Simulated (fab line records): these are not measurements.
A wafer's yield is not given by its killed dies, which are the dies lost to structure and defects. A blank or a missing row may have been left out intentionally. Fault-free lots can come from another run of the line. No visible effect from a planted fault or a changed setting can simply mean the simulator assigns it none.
fab line records	flow nand_harc
record: lots: 6	wafers: 18	last_day: 33
route steps=1302 shown P_GATE@127 END@1302
lots that met no fault: taken from a fault-free run of the same line
start_h: hours from the record's opening day to when the first of the lot's shown wafers began	wait_h: how many hours have passed since the lot's step before this one	" as in the row above	L1.1+2: one row covering several wafers at once	- no value, or no start was given	* or withheld: withheld	< > ~ a bound
route shown NAME@n: names a module that has steps shown in the file, with the first one's number in the route	usual: mean/standard deviation taken from wafers without a fault	same: alike in all rows	chamber/n: place in a boat	sites: per-site readings	_std_site: standard deviation across them	_edge_site: mean of outer sites minus mean of inner sites	radius_mm: how far each site lies from the wafer's centre	mask NAME#n: copy n	behind: the last tool/chamber to shape the wafer	hold: why the lot was held/for how many hours/how that ended	device: whichever transistor did not switch (one of n, p or np)	end of line: the tests these same wafers got at the end of their route	for a step that has no rows: nothing shown but its recipe	killed: at the first sort, the dies lost to defects and structure; wafer yield is something else	map: dies across one wafer; x = killed, . = not, _ = none there
set.NAME: the setting that was run; set.NAME@STEP: the one run at that earlier step	model.NAME: the simulator's own value behind a step, which no gauge read
a table for each step, a row for each wafer; lots at some steps of the route
services: a tool's chamber out of use, with start hour (start_h, from the record's first day; less than 0 if before it), hours out, and reason
== steps ==
step: NHARC_P_GATE_PRECLEAN_71
recipe: time_s: *	temp_c: 50	bath_age_min: 0	chemistry: SC1
step: NHARC_P_GATE_SRD_72
step: NHARC_P_GATE_OXIDE_16
recipe: target_thk_a: 30	temp_c: 875	ox_time_s: 392	material: SiO2
step: NHARC_P_GATE_CVD_17
recipe: target_thk_a: 1500	temp_c: 620	time_s: 900	material: poly-Si
step: NHARC_P_GATE_HM_DEP_102
recipe: target_thk_a: 1200	temp_c: 400	material: aC
usual: throttle_valve_pct: 35.000/0.0093
lot.wafer	tool	chamber	start_h	wait_h	throttle_valve_pct
L834.1	acl_dep-02	0	149.94	0.4	34.991
L834.5	"	0	"	"	35.000
L834.6	"	0	"	"	35.008
L835.1	acl_dep-03	0	161.13	1.9	34.995
L835.2	"	0	"	"	35.010
L835.4	"	0	"	"	34.997
L841.1	acl_dep-01	0	215.38	2.4	35.000
L841.3	"	0	"	"	35.001
L841.6	"	0	"	"	35.003
L842.2	acl_dep-03	0	241.88	3.3	35.002
L842.5	"	0	"	"	35.005
L842.6	"	0	"	"	34.995
L848.1	acl_dep-02	0	291.77	5.1	35.005
L848.2	"	0	"	"	34.990
L848.3	"	0	"	"	35.006
L850.2	acl_dep-03	0	313.17	5.5	34.999
L850.4	"	0	"	"	34.989
L850.5	"	0	"	"	34.999
step: NHARC_P_GATE_DEP_103
recipe: target_thk_a: 300	target_thk_nm: 30	temp_c: 400	flow_sccm: 200	rf_w: 350	material: SiON
usual: heater_power_w: 743/80
lot.wafer	tool	chamber	start_h	wait_h	heater_power_w
L834.1	pecvd-02	2	150.64	0.6	811
L834.5	"	1	"	"	763
L834.6	"	2	"	"	831
L835.1	pecvd-02	1	161.79	0.6	691
L835.2	"	0	"	"	715
L835.4	"	2	"	"	803
L841.3	pecvd-03	0	216.09	0.4	682
L841.1	"	1	"	"	656
L841.6	"	2	"	"	972
L842.2	pecvd-01	2	242.50	0.5	722
L842.6	"	0	"	"	735
L842.5	"	2	"	"	713
L848.2	pecvd-02	1	292.43	0.4	665
L848.1	"	2	"	"	698
L848.3	"	0	"	"	766
L850.2	pecvd-03	0	313.75	0.5	665
L850.4	"	2	"	"	926
L850.5	"	0	"	"	662
step: NHARC_P_GATE_DEHYDRATE_18
recipe: temp_c: 150	time_s: 120
step: NHARC_P_GATE_HMDS_19
recipe: time_s: 30
step: NHARC_P_GATE_COAT_20
recipe: spin_rpm: 1500	resist_thk_nm: 90
step: NHARC_P_GATE_SOFTBAKE_21
recipe: temp_c: 105	time_s: 55
step: NHARC_P_GATE_EBR_22
step: NHARC_P_GATE_EXPOSE_23
recipe: na: 1.35	target_cd_nm: 120	dose_mj: 93.91	mask_id: P_GATE
step: NHARC_P_GATE_PEB_24
recipe: peb_temp_c: 100	peb_time_s: 65
usual: heater_power_total_W: 156.6/0.42	plate_temp_C: 100.00/0.12
lot.wafer	tool	chamber	start_h	wait_h	heater_power_total_W	plate_temp_C
L834.1	litho_track-04	0	151.21	0.1	157.2	99.98
L834.5	"	0	"	"	155.9	100.24
L834.6	"	0	"	"	156.1	99.97
L835.1	litho_track-01	0	162.39	0.1	156.1	100.02
L835.2	"	0	"	"	157.0	100.09
L835.4	"	0	"	"	157.1	99.75
L841.1	litho_track-01	0	216.66	0.1	151.9	97.63
L841.3	"	0	"	"	151.1	97.85
L841.6	"	0	"	"	151.7	97.70
L842.2	litho_track-01	0	243.04	0.1	151.8	97.56
L842.5	"	0	"	"	150.9	97.31
L842.6	"	0	"	"	151.4	97.61
L848.1	litho_track-04	0	293.03	0.1	156.6	100.05
L848.2	"	0	"	"	156.9	99.96
L848.3	"	0	"	"	156.7	100.08
L850.2	litho_track-04	0	314.20	0.1	157.1	100.05
L850.4	"	0	"	"	156.0	99.85
L850.5	"	0	"	"	156.1	100.00
step: NHARC_P_GATE_DEVELOP_25
recipe: develop_time_s: 35	dev_temp_c: 23
step: NHARC_P_GATE_CD_MEAS_26
recipe: target_cd_nm: 120	landing_energy_ev: 500
usual: cd_nm: 120.3/0.7
lot.wafer	tool	chamber	start_h	wait_h	cd_nm
L834.1	cd_sem-03	0	151.29	-	120.8
L834.5	"	0	"	"	120.8
L834.6	"	0	"	"	120.1
L835.1	cd_sem-02	0	162.47	-	120.6
L835.2	"	0	"	"	120.0
L835.4	"	0	"	"	120.0
L841.1	cd_sem-03	0	216.74	-	129.7
L841.3	"	0	"	"	128.2
L841.6	"	0	"	"	128.2
L842.2	cd_sem-01	0	243.12	-	128.7
L842.5	"	0	"	"	128.7
L842.6	"	0	"	"	129.9
L848.1	cd_sem-03	0	293.11	-	120.8
L848.2	"	0	"	"	120.7
L848.3	"	0	"	"	120.3
L850.2	cd_sem-01	0	314.29	-	121.2
L850.4	"	0	"	"	121.1
L850.5	"	0	"	"	121.0
step: NHARC_P_GATE_OVL_MEAS_27
usual: overlay_x_nm: -0.1/0.71	overlay_y_nm: 0.1/0.88
lot.wafer	tool	chamber	start_h	wait_h	overlay_x_nm	overlay_y_nm
L834.1	overlay-01	-	151.38	-	0.4	-0.1
L834.5	"	-	"	"	0.4	0.0
L834.6	"	-	"	"	0.6	-0.3
L835.1	overlay-01	-	162.56	-	-1.7	-0.4
L835.2	"	-	"	"	-1.2	-0.5
L835.4	"	-	"	"	-1.2	-0.1
L841.1	overlay-02	-	216.83	-	0.7	1.1
L841.3	"	-	"	"	0.1	1.2
L841.6	"	-	"	"	0.7	1.7
L842.2	overlay-01	-	243.21	-	0.3	0.0
L842.5	"	-	"	"	0.6	0.4
L842.6	"	-	"	"	0.3	-0.5
L848.1	overlay-02	-	293.20	-	-0.8	1.3
L848.2	"	-	"	"	-0.7	1.3
L848.3	"	-	"	"	-0.2	0.7
L850.2	overlay-02	-	314.37	-	0.2	1.3
L850.4	"	-	"	"	0.3	0.9
L850.5	"	-	"	"	0.1	1.4
step: NHARC_P_GATE_INSPECT_28
usual: raw_defect_count: 5.9/2.8
lot.wafer	tool	chamber	start_h	wait_h	raw_defect_count
L834.1	defect_inspect-02	-	151.41	0.0	2
L834.5	"	-	"	"	9
L834.6	"	-	"	"	7
L835.1	defect_inspect-02	-	162.59	0.0	5
L835.2	"	-	"	"	5
L835.4	"	-	"	"	10
L841.1	defect_inspect-01	-	216.86	0.0	4
L841.3	"	-	"	"	4
L841.6	"	-	"	"	3
L842.2	defect_inspect-01	-	243.24	0.0	1
L842.5	"	-	"	"	7
L842.6	"	-	"	"	8
L848.1	defect_inspect-02	-	293.23	0.0	8
L848.2	"	-	"	"	9
L848.3	"	-	"	"	9
L850.2	defect_inspect-01	-	314.41	0.0	2
L850.4	"	-	"	"	6
L850.5	"	-	"	"	8
step: NHARC_P_GATE_DESCUM_31
recipe: time_s: 3	o2_flow_sccm: 200	ar_flow_sccm: 0	bias_power_w: 0	chemistry: O2
usual: chamber_pressure_mTorr: 60.00/0.058	drypump_motor_current_A: 5.5/0.43	oes_product_au: 1.002/0.01	rf_vpp_V: 57.8/0.95	showerhead_plenum_p_Torr: 1.91/0.097	throttle_valve_pct: 11.311/0.009
same: time_s: 3
lot.wafer	tool	chamber	start_h	wait_h	chamber_pressure_mTorr	drypump_motor_current_A	oes_product_au	rf_hours_counter_h	rf_vpp_V	showerhead_plenum_p_Torr	throttle_valve_pct	model.P_GATE.cd_nm
L834.1	rie_diel-07	0	151.50	0.1	59.93	4.9	1.002	2.3	58.8	1.93	11.313	120.7
L834.5	"	1	"	"	59.92	5.2	1.006	-	58.8	2.06	11.317	120.8
L834.6	"	2	"	"	59.95	4.9	0.989	-	58.2	1.84	11.318	120.9
L835.4	rie_diel-02	1	162.66	0.1	59.98	5.5	0.997	6.9	57.6	1.83	11.312	119.4
L835.1	"	3	"	"	60.02	5.8	1.024	6.3	56.0	1.80	11.314	120.3
L835.2	"	0	"	"	59.96	5.1	1.012	2.7	58.8	1.80	11.305	119.6
L841.1	rie_diel-07	0	216.92	0.1	59.95	4.9	1.002	6.8	57.2	1.93	11.319	129.6
L841.3	"	3	"	"	60.07	5.7	0.988	5.1	58.7	2.02	11.316	128.8
L841.6	"	1	"	"	59.99	5.2	1.000	-	58.5	2.06	11.296	128.5
L842.2	rie_diel-07	2	243.32	0.1	59.97	4.9	0.987	6.1	59.3	1.84	11.335	129
L842.6	"	0	"	"	59.99	4.9	1.000	-	59.0	1.93	11.309	130
L842.5	"	1	"	"	59.91	5.2	1.006	-	59.4	2.06	11.321	128.4
L848.1	rie_diel-02	1	293.30	0.1	60.01	5.5	1.006	4.0	58.4	1.83	11.317	121.2
L848.2	"	2	"	"	59.99	6.2	1.002	3.4	57.4	1.96	11.320	119.9
L848.3	"	0	"	"	60.03	5.1	0.994	4.1	57.8	1.79	11.304	119.5
L850.2	rie_diel-02	3	314.47	0.1	59.98	5.9	1.020	5.2	57.9	1.80	11.327	121.1
L850.4	"	1	"	"	60.03	5.5	1.013	5.8	56.8	1.83	11.310	121
L850.5	"	0	"	"	60.01	5.1	0.995	-	58.0	1.79	11.312	120.1
step: NHARC_P_GATE_ETCH_104
recipe: target_depth_a: 600	time_s: withheld	cf4_flow_sccm: 100	chf3_flow_sccm: 30	ar_flow_sccm: 0	rf_w: 500	bias_w: 200	chemistry: CF4/CHF3
usual: chamber_pressure_mTorr: 24.998/0.025	drypump_motor_current_A: 5.5/0.43	oes_product_au: 0.949/0.023	rf_vpp_V: 370.5/2.6	showerhead_plenum_p_Torr: 1.57/0.076	throttle_valve_pct: 16.801/0.0086
lot.wafer	tool	chamber	start_h	wait_h	chamber_pressure_mTorr	drypump_motor_current_A	oes_product_au	rf_vpp_V	showerhead_plenum_p_Torr	throttle_valve_pct
L834.1	rie_diel-07	0	151.57	0.1	25.027	5.0	0.934	370.0	1.59	16.796
L834.5	"	2	"	"	24.966	4.9	0.921	367.2	1.52	16.798
L834.6	"	3	"	"	25.007	5.6	0.931	373.5	1.65	16.803
L835.4	rie_diel-02	0	162.74	0.1	24.985	5.1	0.932	366.7	1.48	16.799
L835.2	"	1	"	"	25.005	5.5	0.923	367.8	1.51	16.803
L835.1	"	2	"	"	24.974	6.2	0.900	371.5	1.61	16.807
L841.3	rie_diel-07	1	217.01	0.1	24.996	5.2	0.941	373.2	1.69	16.816
L841.1	"	2	"	"	25.004	4.9	0.917	368.9	1.52	16.801
L841.6	"	1	"	"	25.002	5.2	0.928	372.6	1.69	16.815
L842.2	rie_diel-07	1	243.40	0.1	24.977	5.2	0.968	375.0	1.69	16.813
L842.5	"	2	"	"	25.007	4.9	0.973	368.5	1.52	16.799
L842.6	"	3	"	"	25.034	5.7	0.978	373.9	1.65	16.805
L848.2	rie_diel-02	3	293.38	0.1	25.000	5.8	0.992	367.4	1.48	16.801
L848.3	"	0	"	"	24.984	5.1	0.972	368.2	1.48	16.820
L848.1	"	1	"	"	25.019	5.5	0.973	368.6	1.51	16.808
L850.2	rie_diel-02	0	314.55	0.1	25.031	5.1	0.964	368.4	1.48	16.829
L850.4	"	1	"	"	24.986	5.5	0.977	367.5	1.51	16.786
L850.5	"	0	"	"	25.037	5.1	0.954	367.4	1.48	16.790
step: NHARC_P_GATE_HM_OPEN_105
recipe: target_depth_a: 3600	o2_flow_sccm: 400	cos_flow_sccm: 20	ar_flow_sccm: 0	rf_w: 500	bias_w: 300	chemistry: O2/COS
usual: chamber_pressure_mTorr: 20.001/0.019	drypump_motor_current_A: 5.5/0.44	oes_product_au: 1.002/0.011	rf_vpp_V: 467/3.2	showerhead_plenum_p_Torr: 3.13/0.15	throttle_valve_pct: 28.332/0.0089
lot.wafer	tool	chamber	start_h	wait_h	chamber_pressure_mTorr	drypump_motor_current_A	oes_product_au	rf_hours_counter_h	rf_vpp_V	showerhead_plenum_p_Torr	throttle_valve_pct
L834.1	rie_diel-07	1	-	-	19.987	5.3	1.015	2.3	473	3.35	28.319
L834.5	"	2	"	"	19.976	4.9	1.000	-	464	3.01	28.323
L834.6	"	3	"	"	20.008	5.7	1.012	-	472	3.28	28.330
L835.2	rie_diel-02	0	-	-	19.949	5.1	1.005	2.8	464	2.94	28.323
L835.1	"	1	"	"	20.030	5.5	1.002	6.9	464	3.00	28.345
L835.4	"	2	"	"	20.043	6.2	0.988	6.5	469	3.20	28.333
L841.3	rie_diel-07	0	-	-	19.966	4.9	1.006	6.9	468	3.15	28.312
L841.1	"	1	"	"	19.984	5.2	1.003	6.3	471	3.35	28.335
L841.6	"	0	"	"	19.986	5.0	1.000	-	468	3.15	28.331
L842.2	rie_diel-07	2	-	-	20.012	4.9	0.997	6.2	465	3.01	28.327
L842.6	"	3	"	"	19.985	5.6	1.008	-	469	3.28	28.322
L842.5	"	0	"	"	19.993	4.9	1.010	-	468	3.15	28.334
L848.3	rie_diel-02	0	-	-	19.977	5.1	0.993	4.2	463	2.94	28.334
L848.2	"	2	"	"	20.016	6.2	0.984	3.5	469	3.20	28.327
L848.1	"	3	"	"	19.983	5.8	1.009	3.5	464	2.95	28.325
L850.2	rie_diel-02	2	-	-	19.998	6.2	0.985	4.8	469	3.20	28.324
L850.4	"	3	"	"	20.008	5.8	1.016	5.3	463	2.94	28.315
L850.5	"	3	"	"	20.002	5.8	1.027	-	463	2.94	28.341
step: NHARC_P_GATE_STRIP_106
recipe: o2_flow_sccm: 400	cos_flow_sccm: 20	ar_flow_sccm: 0	bias_w: 0	chemistry: O2/COS
step: NHARC_P_GATE_ETCH_114
recipe: target_depth_a: 300	overetch_a: 30	time_s: 16.5	ion_energy_ev: 100	cf4_flow_sccm: 80	o2_flow_sccm: 20	ar_flow_sccm: 0	rf_w: 300	bias_w: 100	chemistry: CF4/O2
usual: chamber_pressure_mTorr: 30.002/0.029	drypump_motor_current_A: 5.5/0.43	oes_f_703_au: 1.000/0.0047	oes_product_au: 1.003/0.011	rf_vpp_V: 197.9/1.6	showerhead_plenum_p_Torr: 1.34/0.065	throttle_valve_pct: 13.397/0.0098
same: time_s: 16.5
lot.wafer	tool	chamber	start_h	wait_h	chamber_pressure_mTorr	drypump_motor_current_A	oes_f_703_au	oes_product_au	rf_hours_counter_h	rf_vpp_V	showerhead_plenum_p_Torr	throttle_valve_pct
L834.1	rie_diel-07	1	-	-	30.004	5.2	0.998	1.013	2.3	200.1	1.44	13.410
L834.5	"	0	"	"	30.024	4.9	1.007	1.008	-	197.5	1.35	13.393
L834.6	"	1	"	"	30.026	5.2	0.993	1.008	-	200.4	1.44	13.413
L835.2	rie_diel-02	0	-	-	29.984	5.1	0.999	1.013	2.8	195.4	1.25	13.408
L835.1	"	1	"	"	29.994	5.5	1.006	1.006	7.0	197.0	1.28	13.404
L835.4	"	3	"	"	29.979	5.8	0.999	1.028	6.3	195.2	1.26	13.389
L841.1	rie_diel-07	3	-	-	29.970	5.7	0.990	1.010	5.2	198.7	1.41	13.397
L841.3	"	2	"	"	29.973	4.8	1.001	1.003	5.2	196.9	1.29	13.394
L841.6	"	3	"	"	30.027	5.7	0.995	1.001	-	199.6	1.41	13.411
L842.2	rie_diel-07	3	-	-	29.994	5.7	0.996	0.998	6.6	198.5	1.41	13.389
L842.6	"	1	"	"	30.015	5.2	0.996	1.009	-	199.7	1.43	13.395
L842.5	"	2	"	"	29.947	4.8	0.994	0.989	-	197.4	1.29	13.392
L848.1	rie_diel-02	1	-	-	29.943	5.5	1.002	0.999	4.1	198.3	1.28	13.410
L848.2	"	2	"	"	29.972	6.2	0.995	0.993	3.5	198.2	1.37	13.400
L848.3	"	0	"	"	30.068	5.1	0.998	1.002	4.2	195.9	1.25	13.396
L850.2	rie_diel-02	0	-	-	29.988	5.1	0.997	0.991	6.3	196.2	1.25	13.386
L850.4	"	1	"	"	29.981	5.5	1.005	1.002	5.9	196.3	1.28	13.397
L850.5	"	0	"	"	30.008	5.1	0.993	0.991	-	196.2	1.25	13.391
step: NHARC_P_GATE_ETCH_32
recipe: target_depth_a: 1500	over_etch_frac: 1	over_etch_ion_energy_ev: 40	time_s: 100.1	hbr_flow_sccm: 150	cl2_flow_sccm: 50	rf_w: 400	icp_w: 400	bias_w: 100	chemistry: HBr/Cl2
usual: chamber_pressure_mTorr: 15.001/0.014	drypump_motor_current_A: 5.7/0.67	he_backside_leak_sccm: 2.7/0.32	oes_product_au: 1.003/0.0097	throttle_valve_pct: 26.406/0.0096
same: time_s: 100.1
lot.wafer	tool	chamber	start_h	wait_h	chamber_pressure_mTorr	drypump_motor_current_A	he_backside_leak_sccm	oes_product_au	rf_hours_counter_h	throttle_valve_pct	model.P_GATE.cd_nm
L834.1	rie_si-02	2	151.93	-	14.980	6.1	2.9	0.991	0.2	26.406	118.7
L834.5	"	2	"	"	15.025	6.1	2.9	0.990	-	26.407	121.8
L834.6	"	3	"	"	15.015	5.0	2.8	0.995	-	26.407	124.1
L835.1	rie_si-06	3	163.12	-	15.009	5.7	2.5	1.006	0.6	26.424	120.3
L835.2	"	0	"	"	14.989	4.8	2.4	1.005	0.6	26.400	122.4
L835.4	"	2	"	"	15.008	6.8	2.9	1.006	-	26.423	122
L841.3	rie_si-06	1	217.38	-	15.016	6.4	2.5	1.016	0.8	26.410	131.4
L841.1	"	3	"	"	15.009	5.7	2.4	0.999	1.0	26.391	129.9
L841.6	"	1	"	"	15.016	6.4	2.5	1.007	-	26.421	130.3
L842.2	rie_si-06	3	243.80	-	15.012	5.7	2.4	1.006	1.2	26.419	131.1
L842.6	"	1	"	"	14.980	6.4	2.5	1.015	-	26.402	131.7
L842.5	"	2	"	"	15.016	6.8	2.9	0.995	-	26.409	131.5
L848.3	rie_si-02	0	293.76	-	14.988	5.1	2.9	1.001	0.1	26.412	122.8
L848.1	"	2	"	"	14.995	6.1	2.8	1.016	0.0	26.401	121.3
L848.2	"	3	"	"	15.019	5.0	3.0	1.001	0.0	26.399	122.6
L850.4	rie_si-02	2	314.93	-	14.981	6.0	2.9	0.998	0.2	26.408	118.8
L850.2	"	0	"	"	14.998	5.2	2.9	1.002	0.3	26.410	120.9
L850.5	"	2	"	"	14.997	6.1	2.8	0.999	-	26.412	118.6
step: NHARC_P_GATE_STRIP_108
recipe: o2_flow_sccm: 500	ar_flow_sccm: 0	bias_w: 0	chemistry: O2
step: NHARC_END_SORT_01
recipe: temp_c: 25
usual: killed_at_array: 59/20	killed_at_other: 0.8/1.2	killed_at_periphery: 3.5/2.2	killed_dies: 63/20	killed_open: 3.3/1.8	killed_short: 2.6/1.7
same: gross_dies: 677
lot.wafer	tool	chamber	start_h	wait_h	killed_at_array	killed_at_other	killed_at_periphery	killed_dies	killed_open	killed_short
L842.2	prober-01	0	693.93	2.8	26	4	1	31	2	2
L842.5	prober-01	0	696.34	3.7	31	5	2	38	5	2
L848.1	prober-01	0	761.55	2.5	56	3	5	64	2	0
L848.2	prober-01	0	762.34	2.8	64	2	6	72	5	1
L848.3	prober-01	0	763.14	3.1	68	1	2	71	1	2
killed by level:class
L842.2 A_CHANNEL_HOLE_D1:chamber_film_flake=6 A_CONTACT:chamber_film_flake=6 A_SGD_CUT:chamber_film_flake=4 A_SLIT:chamber_film_flake=3 THIN_TSV:chamber_film_flake=3 A_WL_FILL:chamber_film_flake=2 A_DECK1_JOINT:geometric_particle:open=1 A_ONON_D2:geometric_particle:short=1
L842.5 A_CHANNEL_HOLE_D1:chamber_film_flake=10 A_CONTACT:chamber_film_flake=5 A_SGD_CUT:chamber_film_flake=4 THIN_TSV:chamber_film_flake=4 A_CHANNEL_FILL_D2:chamber_film_flake=2 A_SLIT:chamber_film_flake=2 A_SOURCE_PLATE:geometric_particle:open=1 A_CHANNEL_FILL_D1:geometric_particle:open=1
L848.1 A_CHANNEL_HOLE_D2:chamber_film_flake=23 A_SLIT:chamber_film_flake=16 A_CHANNEL_HOLE_D1:chamber_film_flake=11 P_STI:chamber_film_flake=2 P_GATE:chamber_film_flake=2 A_STAIRCASE:chamber_film_flake=2 A_CONTACT:chamber_film_flake=2 THIN_TSV:chamber_film_flake=2
L848.2 A_SLIT:chamber_film_flake=27 A_CHANNEL_HOLE_D2:chamber_film_flake=21 A_CHANNEL_HOLE_D1:chamber_film_flake=7 A_STAIRCASE:chamber_film_flake=4 P_GATE:chamber_film_flake=3 A_CHANNEL_FILL_D1:geometric_particle:open=2 HYBRID_BOND:chamber_film_flake=2 P_M1:geometric_particle:short=1
L848.3 A_CHANNEL_HOLE_D2:chamber_film_flake=27 A_SLIT:chamber_film_flake=23 A_CHANNEL_HOLE_D1:chamber_film_flake=8 A_STAIRCASE:chamber_film_flake=5 P_GATE:chamber_film_flake=2 A_CHANNEL_FILL_D2:chamber_film_flake=2 A_CHANNEL_FILL_D2:geometric_particle:open=1 A_CHANNEL_FILL_D2:geometric_particle:short=1
== services ==
tool	chamber	start_h	hours	kind
pecvd-01	-	130.28	13.0	pm
acl_dep-01	-	149.01	0.7	repair
litho_track-01	-	155.00	7.0	pm
pecvd-03	2	157.14	10.5	repair
rie_si-02	2	162.11	26.9	repair
rie_si-06	1	162.26	10.8	repair
rie_diel-07	3	175.94	13.5	repair
pecvd-03	-	185.00	13.0	pm
rie_si-06	-	185.21	1.1	repair
rie_diel-07	-	187.88	0.4	repair
rie_si-06	0	195.06	3.8	repair
litho_track-04	-	203.00	7.0	pm
rie_si-06	-	208.38	3.6	repair
rie_diel-02	-	216.70	9.0	pm
pecvd-02	-	224.38	0.8	repair
pecvd-02	-	227.00	13.0	pm
acl_dep-02	-	248.75	13.0	pm
rie_si-06	-	249.00	9.0	pm
rie_si-02	-	277.00	9.0	pm
rie_diel-07	-	294.20	9.0	pm
acl_dep-03	-	300.06	13.0	pm
rie_diel-07	1	304.94	4.0	repair
rie_diel-07	3	308.73	40.5	repair
rie_si-06	0	312.77	17.9	repair
== key ==
first_sign: step: NHARC_P_GATE_PEB_24	reading: plate_temp_C	direction: down	sigmas: 19	usual: *	struck: *
effect: step: NHARC_P_GATE_PEB_24	reading: heater_power_total_W	direction: down	sigmas: 12	usual: *	struck: *
effect: step: NHARC_P_GATE_CD_MEAS_26	reading: cd_nm	direction: up	sigmas: 12	usual: 120.3	struck: 128.9
model_effect: step: NHARC_P_GATE_DESCUM_31	value: P_GATE.cd_nm	without: 119.9	struck: 129
model_effect: step: NHARC_P_GATE_ETCH_32	value: P_GATE.cd_nm	without: 121.8	struck: 131
met_at NHARC_P_GATE_PEB_24
struck_wafers L841.1,L841.3,L841.6,L842.2,L842.5,L842.6
rows_end L841.1,L841.3,L841.6
tester_left_out L842
onset_between 162.39 216.66
fault: kind: process_parameter_drift	tool: litho_track-01	chamber: -	onset_h: 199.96	steps: NHARC_P_GATE_PEB_24	channel: peb_temp_c	offset: *	shape: step	acts_in: *	stated: *
tester_left_out: of these lots the tester's yield and bins aren't shown, on N5 and GAA mostly nor the transistor test; their killed dies are dies lost to structure and defects alone, not to doping, threshold or leakage, so they don't give the yield
rows_end: these wafers met a further fault down the route, and their rows from its step on are left out
